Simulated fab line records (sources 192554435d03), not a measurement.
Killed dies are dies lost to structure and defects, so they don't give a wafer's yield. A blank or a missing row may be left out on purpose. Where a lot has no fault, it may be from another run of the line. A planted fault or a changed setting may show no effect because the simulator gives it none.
Matching of chambers + flow n5_finfet + uv_cure-02 running N5_BEOL_M6_CURE_74: 3 sister chambers
The step cures SiCOH lowk, time 240 s. 3 wafers are shown with their chamber, then 10 later ones without.

== WAFERS PAIRED WITH THEIR CHAMBERS ==
| wafer  | chamber | wafer_temp_C_max |
|--------|---------|------------------|
| L074.6 | 1       | 386.3            |
| L080.3 | 2       | 387.3            |
| L089.3 | 0       | 386.3            |

== WAFERS WITH NO CHAMBER GIVEN ==
| wafer  | wafer_temp_C_max |
|--------|------------------|
| L089.4 | 386.6            |
| L093.1 | 385.8            |
| L093.4 | 386.4            |
| L093.6 | 386.2            |
| L092.2 | 387.2            |
| L092.4 | 386.7            |
| L092.6 | 386.3            |
| L094.1 | 386.0            |
| L094.2 | 386.2            |
| L094.3 | 385.9            |

== EACH ONE'S CHAMBER ==
| wafer  | from the rows above          | in truth                   |
|--------|------------------------------|----------------------------|
| L089.4 | can't be placed: 0 or 1 or 2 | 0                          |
| L093.1 | can't be placed: 0 or 1      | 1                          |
| L093.4 | can't be placed: 0 or 1      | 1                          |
| L093.6 | can't be placed: 0 or 1      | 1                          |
| L092.2 | 2                            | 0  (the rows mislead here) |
| L092.4 | can't be placed: 0 or 1 or 2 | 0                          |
| L092.6 | can't be placed: 0 or 1      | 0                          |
| L094.1 | can't be placed: 0 or 1      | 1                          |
| L094.2 | can't be placed: 0 or 1      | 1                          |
| L094.3 | can't be placed: 0 or 1      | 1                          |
Correctly placed: 0 of 10. Cannot be placed on the basis of these rows: 9; the candidates contain the true chamber in 9. 1 placed wrongly.
How it was worked out, from the rows above alone: a wafer's distance from a chamber is the root of the sum, over the readings, of the square of ((its reading less the chamber's mean) divided by the reading's scatter). If the next closest chamber is less than 2 further off than the closest, the wafer can't be placed; otherwise it belongs to the closest. For every chamber, the mean is computed from those of its wafers that are shown. The scatter: root of mean squared gap, hidden wafer to nearest shown wafer, with one shown wafer a chamber.
